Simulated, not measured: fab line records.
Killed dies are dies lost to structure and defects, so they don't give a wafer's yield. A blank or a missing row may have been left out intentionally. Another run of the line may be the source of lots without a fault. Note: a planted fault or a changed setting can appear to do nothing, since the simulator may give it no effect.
The tool behind it: which one? :: flow n5 finfet :: Sampling: 10 lots, 29 wafers, 4 of 1938 route steps

WHAT THE GAUGES READ, wafer by wafer
N5_BEOL_M9_INSPECT_58: inspects for defects (darkfield).
lot: L779
measured: day 9 15:19
on: defect inspect-01
raw defect count: 61 43 67

lot: L780
measured: day 10 13:01
on: defect inspect-01
raw defect count: 58 60 40

lot: L782
measured: day 11 06:12
on: defect inspect-01
raw defect count: 41 39 47

lot: L783
measured: day 11 14:15
on: defect inspect-02
raw defect count: 90 67 105

lot: L784
measured: day 11 18:35
on: defect inspect-01
raw defect count: 63 60 48

lot: L785
measured: day 11 18:46
on: defect inspect-02
raw defect count: 61 44 96

lot: L787
measured: day 13 05:07
on: defect inspect-02
raw defect count: 35 73 59

lot: L791
measured: day 13 21:58
on: defect inspect-01
raw defect count: 1171 53

lot: L798
measured: day 14 19:43
on: defect inspect-02
raw defect count: 58 92 64

lot: L802
measured: day 16 20:40
on: defect inspect-02
raw defect count: 77 61 96

TOOL THAT RAN EACH LOT (tool first, then ch and the chambers of the sampled wafers, then the start)
lot: L779
N5_BEOL_M9_ANNEAL_51: rtp anneal-02 ch 0, day 9 14:42
N5_BEOL_M9_CMP_52: cmp-04 ch 0,1, day 9 14:52
N5_BEOL_M9_PRE_CLEAN_55: pecvd-04 ch 0,1,2, day 9 15:13

lot: L780
N5_BEOL_M9_ANNEAL_51: rtp anneal-02 ch 0, day 10 12:19
N5_BEOL_M9_CMP_52: cmp-02 ch 1,2,3, day 10 12:34
N5_BEOL_M9_PRE_CLEAN_55: pecvd-04 ch 1,2, day 10 12:53

lot: L782
N5_BEOL_M9_ANNEAL_51: rtp anneal-01 ch 0, day 11 05:32
N5_BEOL_M9_CMP_52: cmp-02 ch 0,2,3, day 11 05:47
N5_BEOL_M9_PRE_CLEAN_55: pecvd-02 ch 0,1,2, day 11 06:04

lot: L783
N5_BEOL_M9_ANNEAL_51: rtp anneal-01 ch 0, day 11 13:35
N5_BEOL_M9_CMP_52: cmp-04 ch 0,1,3, day 11 13:50
N5_BEOL_M9_PRE_CLEAN_55: pecvd-02 ch 0,1,2, day 11 14:07

lot: L784
N5_BEOL_M9_ANNEAL_51: rtp anneal-01 ch 0, day 11 17:48
N5_BEOL_M9_CMP_52: cmp-04 ch 0,1,2, day 11 18:11
N5_BEOL_M9_PRE_CLEAN_55: pecvd-04 ch 1,2, day 11 18:26

lot: L785
N5_BEOL_M9_ANNEAL_51: rtp anneal-02 ch 0, day 11 18:01
N5_BEOL_M9_CMP_52: cmp-02 ch 0,2,3, day 11 18:19
N5_BEOL_M9_PRE_CLEAN_55: pecvd-02 ch 1,2, day 11 18:39

lot: L787
N5_BEOL_M9_ANNEAL_51: rtp anneal-02 ch 0, day 13 04:21
N5_BEOL_M9_CMP_52: cmp-01 ch 0,1, day 13 04:39
N5_BEOL_M9_PRE_CLEAN_55: pecvd-02 ch 0,1, day 13 04:59

lot: L791
N5_BEOL_M9_ANNEAL_51: rtp anneal-01 ch 0, day 13 21:20
N5_BEOL_M9_CMP_52: cmp-04 ch 2, day 13 21:32
N5_BEOL_M9_PRE_CLEAN_55: pecvd-02 ch 1,2, day 13 21:51

lot: L798
N5_BEOL_M9_ANNEAL_51: rtp anneal-02 ch 0, day 14 18:49
N5_BEOL_M9_CMP_52: cmp-02 ch 1,2, day 14 19:18
N5_BEOL_M9_PRE_CLEAN_55: pecvd-01 ch 0,1,2, day 14 19:35

lot: L802
N5_BEOL_M9_ANNEAL_51: rtp anneal-01 ch 0, day 16 19:57
N5_BEOL_M9_CMP_52: cmp-04 ch 0,1,3, day 16 20:12
N5_BEOL_M9_PRE_CLEAN_55: pecvd-04 ch 0,1, day 16 20:32
- N5_BEOL_M9_ANNEAL_51: time 90 s.
- N5_BEOL_M9_CMP_52: polishes, stops on SiCOH lowk, t overpolish 7 s, target thk 140 nm.
- N5_BEOL_M9_PRE_CLEAN_55: time 15 s.

THE ANSWER, worked out from the rows above alone
Rule: usual is defined by the lots themselves. The widest of any qualifying gaps counts: lots, ordered by their means at a reading, are off when they make up no more than a third of the lots, leave a main group of 4 or more, and stand apart from it by 3 or more times the standard deviation of that group's means. Not used: any main group whose means are identical at the precision the tables above print for the reading. Also off: a lot with no number at a reading for which 4 or more lots have one. The other lots that the step has rows for count as sound.
Off, at N5_BEOL_M9_INSPECT_58 on raw defect count: L791. The main group has a mean of 63 with a standard deviation of 13.
If a tool, at a process step before that reading, ran all the lots that are off and no sound lot after the first of them, it fits. Gauges at N5_BEOL_M9_INSPECT_58: tried the same way as those tools. 2 tools fit, pecvd-02 at N5_BEOL_M9_PRE_CLEAN_55 and defect inspect-01 at N5_BEOL_M9_INSPECT_58, so this cannot tell which one it is.

WHAT HAD BEEN PUT IN BY THE SIMULATOR
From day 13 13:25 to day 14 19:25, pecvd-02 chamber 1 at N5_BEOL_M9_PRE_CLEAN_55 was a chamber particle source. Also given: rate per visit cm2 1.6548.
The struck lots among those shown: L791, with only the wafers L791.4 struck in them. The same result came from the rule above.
